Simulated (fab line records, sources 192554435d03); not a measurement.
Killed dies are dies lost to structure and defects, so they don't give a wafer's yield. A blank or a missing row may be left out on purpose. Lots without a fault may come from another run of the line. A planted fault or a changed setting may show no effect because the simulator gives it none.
Split-lot experiment | flow n5_finfet | 7 lots, 21 wafers read, on a route of 1938 steps

THE SPLIT
At N5_BEOL_M10_PEB_26 (peb time 60 s), the setting peb_time_s was moved away from the recipe's 60 s on 3 of the 21 wafers read, by -11.4% to +15.3%. The other wafers ran this setting at the recipe's value.

FROM THE SPLIT TO THE READING: what the file shows between them, 1 step
- N5_BEOL_M10_DEVELOP_27: develop time 30 s

THE READING
cd_nm, in nm, at N5_BEOL_M10_CD_MEAS_28 (target cd 70 nm). Fault-free wafers of this fab line usually give 69.9 nm, standard deviation 1 nm.

wafer  | tool, chamber at the split | peb_time_s as run, s | against the recipe | cd_nm, nm | against lot-mates on the recipe
L075.2 | litho_track-03, 0          | 60                   | recipe             | 68.9      | -
L075.3 | litho_track-03, 0          | 60                   | recipe             | 68.3      | -
L075.5 | litho_track-03, 0          | 69.18                | +15.3%             | 74.0      | +5.4
L085.1 | litho_track-04, 0          | 60                   | recipe             | 70.8      | -
L085.4 | litho_track-04, 0          | 60                   | recipe             | 70.7      | -
L085.6 | litho_track-04, 0          | 60                   | recipe             | 70.7      | -
L084.3 | litho_track-04, 0          | 60                   | recipe             | 70.8      | -
L084.5 | litho_track-04, 0          | 53.13                | -11.4%             | 65.2      | -5.1
L084.6 | litho_track-04, 0          | 60                   | recipe             | 69.8      | -
L090.3 | litho_track-03, 0          | 60                   | recipe             | 68.9      | -
L090.4 | litho_track-03, 0          | 60                   | recipe             | 68.3      | -
L090.5 | litho_track-03, 0          | 60                   | recipe             | 68.7      | -
L096.2 | litho_track-03, 0          | 60                   | recipe             | 68.7      | -
L096.3 | litho_track-03, 0          | 60                   | recipe             | 68.5      | -
L096.5 | litho_track-03, 0          | 60                   | recipe             | 70.0      | -
L092.1 | litho_track-04, 0          | 60                   | recipe             | 70.5      | -
L092.3 | litho_track-04, 0          | 66.73                | +11.2%             | 73.8      | +4.0
L092.4 | litho_track-04, 0          | 60                   | recipe             | 69.1      | -
L093.3 | litho_track-05, 0          | 60                   | recipe             | 69.8      | -
L093.4 | litho_track-05, 0          | 60                   | recipe             | 68.4      | -
L093.5 | litho_track-05, 0          | 60                   | recipe             | 68.6      | -

THE FIT
A straight line over all 21 wafers: cd_nm changes by +0.342 nm for each +1% of peb_time_s; r = +0.88; the points scatter about the line by 0.93 nm.
The same after taking each lot's own level away (the mean of its wafers on the recipe; 21 wafers): +0.381 nm for each +1%; r = +0.97; scatter 0.51 nm.
On that fit, the largest move of peb_time_s shifts the reading by 5.8 nm.
The lots' own levels span 68.60 to 70.73 nm, that is 2.1 times the standard deviation above.
So the lot-to-lot level changes the slope: the two fits differ.
Check: with one of the wafers moved furthest among these (+15.3%) left out of the fit, the line predicts +6.1 nm for it against its lot-mates. It came out at +5.4 nm against them.

OTHER SPLITS ON THESE WAFERS
These wafers also went through other splits before the reading. Each is held against what the fit with the lots' levels taken away leaves over:
other split on the same wafers | wafers away from the commonest value | r with cd_nm (lot level and that fit taken away)
N5_BEOL_M7_EXPOSE_25 dose_mj   | 9                                    | +0.07
N5_BEOL_M7_DESCUM_33 time_s    | 2                                    | +0.50
N5_BEOL_M8_EXPOSE_25 dose_mj   | 6                                    | +0.01
N5_BEOL_M8_ETCH_65 source_w    | 8                                    | +0.33
N5_BEOL_M9_EXPOSE_25 dose_mj   | 8                                    | -0.04
N5_BEOL_M9_ETCH_66 bias_w      | 9                                    | -0.20

THE FILE'S OWN FIT
cd_nm changes by +0.376 nm for each +1% of peb_time_s, r = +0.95.
